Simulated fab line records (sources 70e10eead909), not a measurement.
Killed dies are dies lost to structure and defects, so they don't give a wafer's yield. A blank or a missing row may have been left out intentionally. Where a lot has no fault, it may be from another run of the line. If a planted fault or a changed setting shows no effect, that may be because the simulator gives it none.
Which of the tools did it? ; flow nand_harc ; 7 lots, 21 wafers sampled, at 4 steps of a route of 1302

== WHAT THE GAUGES READ, wafer by wafer ==
NHARC_A_M0_CD_MEAS_09: the cd target is 80 nm.
lot;measured;on;cd_nm (nm)
L791;day 23 04:22;cd_sem-01;79.8 80.1 80.2
L795;day 24 10:06;cd_sem-02;79.7 80.2 79.3
L796;day 25 23:53;cd_sem-01;80.5 80.3 80.8
L805;day 28 08:59;cd_sem-01;105.8 106.5 105.6
L810;day 30 07:05;cd_sem-01;80.4 80.4 81.0
L813;day 31 18:53;cd_sem-01;79.9 79.8 80.6
L814;day 32 21:40;cd_sem-02;79.2 80.2 79.0

== EACH LOT AND THE TOOL THAT RAN IT (in order: tool; ch and the chambers of the sampled wafers; start) ==
lot;NHARC_A_BLC_DEGAS_30;NHARC_A_BLC_CMP_25;NHARC_A_M0_PEB_07
L791;pvd_sputter-01, day 23 02:05;cmp-02 ch 0,1,3, day 23 03:05;litho_track-01 ch 0, day 23 04:17
L795;pvd_sputter-03, day 24 07:57;cmp-02 ch 0,3, day 24 08:56;litho_track-04 ch 0, day 24 10:01
L796;pvd_sputter-03, day 25 21:38;cmp-01 ch 1,2,3, day 25 22:40;litho_track-06 ch 0, day 25 23:49
L805;pvd_sputter-03, day 28 06:43;cmp-01 ch 0,1,3, day 28 07:41;litho_track-06 ch 0, day 28 08:55
L810;pvd_sputter-03, day 30 04:49;cmp-01 ch 0,2, day 30 05:49;litho_track-04 ch 0, day 30 07:01
L813;pvd_sputter-02, day 31 16:31;cmp-02 ch 2,3, day 31 17:35;litho_track-01 ch 0, day 31 18:48
L814;pvd_sputter-02, day 32 19:31;cmp-04 ch 1,2,3, day 32 20:33;litho_track-01 ch 0, day 32 21:35
- NHARC_A_BLC_DEGAS_30: time 60 s.
- NHARC_A_BLC_CMP_25: polishes, t overpolish 30 s, target thk 150 nm.
- NHARC_A_M0_PEB_07: peb time 65 s.

== THE ANSWER, worked out from the rows above alone ==
Rule: the lots themselves supply what counts as usual. Put in order of their means at a reading, lots are off if they are a third of the lots or fewer, leave a main group of 4 or more, and stand apart from it by a gap of 3 or more times the standard deviation of the main group's means; of several such gaps the widest counts. A main group is skipped when, at the precision printed for the reading in the tables above, its means are all equal. Also off: a lot with no number at a reading for which 4 or more lots have one. Where the step has rows for the other lots, those lots are counted as sound.
Off, at NHARC_A_M0_CD_MEAS_09 on cd_nm: L805. Main group: mean 80.1 nm, sd 0.4.
A tool fits if, at a process step before that reading, it ran every lot that is off, and no sound lot after the first of them. The gauges at NHARC_A_M0_CD_MEAS_09 are tried like those tools. One fits: litho_track-06 at NHARC_A_M0_PEB_07. A fault onset in the window from L796 (day 25 23:49, its last sound lot) to L805 (day 28 08:55, its first lot off) fits.

== WHAT WAS PUT IN BY THE SIMULATOR ==
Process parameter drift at NHARC_A_M0_PEB_07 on litho_track-06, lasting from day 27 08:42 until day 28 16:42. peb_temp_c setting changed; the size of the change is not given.
Lots struck among those shown: L805. The rule above reached the same finding.
